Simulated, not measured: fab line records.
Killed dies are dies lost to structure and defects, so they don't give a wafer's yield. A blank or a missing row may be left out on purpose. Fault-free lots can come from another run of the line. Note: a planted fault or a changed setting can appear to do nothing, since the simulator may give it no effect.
One fault through the eyes of 2 desks ; flow nandHarc ; only its own numbers are on each desk; what lay behind them is given at the end

DESK OF THE TOOL OWNER: pecvdOnon-01
The tool's own readings at NHARC_A_ONON_D1_DEP_28 (target thk 1000 nm): means of the sampled wafers that have a number, for each lot that ran on this tool. Marked OUT: a lot whose mean sits more than 4 standard deviations from the usual mean, which makes it out of limits; the brackets give that distance.
Columns: A = n2oFlowSccm at NHARC_A_ONON_D1_DEP_28, usual 2000 sccm; B = susceptorTempC at NHARC_A_ONON_D1_DEP_28, usual 400.00 C
lot;first seen here;A;B
L643;day 8 09:36;1996;399.95
L646;day 8 16:34;2000;400.10
L652;day 10 13:08;1997;400.29
L655;day 11 03:51;2004;399.98
L653;day 11 04:05;2000;400.06
L658;day 12 02:35;2008;400.16
This desk's finding: nothing out of limits on any of the 6 lots.

AT THE METROLOGY DESK
Means of the sampled wafers that have a number, per lot and without regard to the tool the lot ran on: this is what the gauges read. Marked OUT: a lot whose mean sits more than 4 standard deviations from the usual mean, which makes it out of limits; the brackets give that distance.
Columns: A = thkNm at NHARC_A_ONON_D1_THK_MEAS_30, usual 1001 nm
lot;first seen here;A
L642;day 7 21:20;995
L643;day 8 10:07;987
L645;day 8 17:05;995
L646;day 8 17:05;1026
L647;day 9 18:37;1004
L648;day 9 18:37;999
L650;day 10 02:27;1019
L651;day 10 02:35;994
L652;day 10 13:36;997
L655;day 11 04:16;1068 (+6.1) OUT
L653;day 11 04:36;1044
L657;day 11 19:58;994
L658;day 12 03:08;1028
L664;day 13 02:46;1009
L665;day 13 20:32;1019
This desk's finding: out of limits on L655; first on L655, day 11 04:16 (thkNm at NHARC_A_ONON_D1_THK_MEAS_30). L642, L643, L645, L646, L647, L648, L650, L651, L652, L653, L657, L658, L664, L665 stayed within limits.

PUT TOGETHER
At day 11 04:16 the metrology desk could have sounded an alarm, on L655.
The tool owner's desk saw nothing out of limits.
Tool owner's desk: L655 on record, inside its limits.
All the named lots went through NHARC_A_ONON_D1_DEP_28 on pecvdOnon-01.

WHAT WAS PUT IN BY THE SIMULATOR
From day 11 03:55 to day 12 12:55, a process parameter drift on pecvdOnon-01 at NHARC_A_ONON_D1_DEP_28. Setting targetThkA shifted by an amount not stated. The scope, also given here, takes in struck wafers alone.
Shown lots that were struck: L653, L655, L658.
Delay in hours, fault start to first out-of-limits reading, per desk: metrology desk 0.
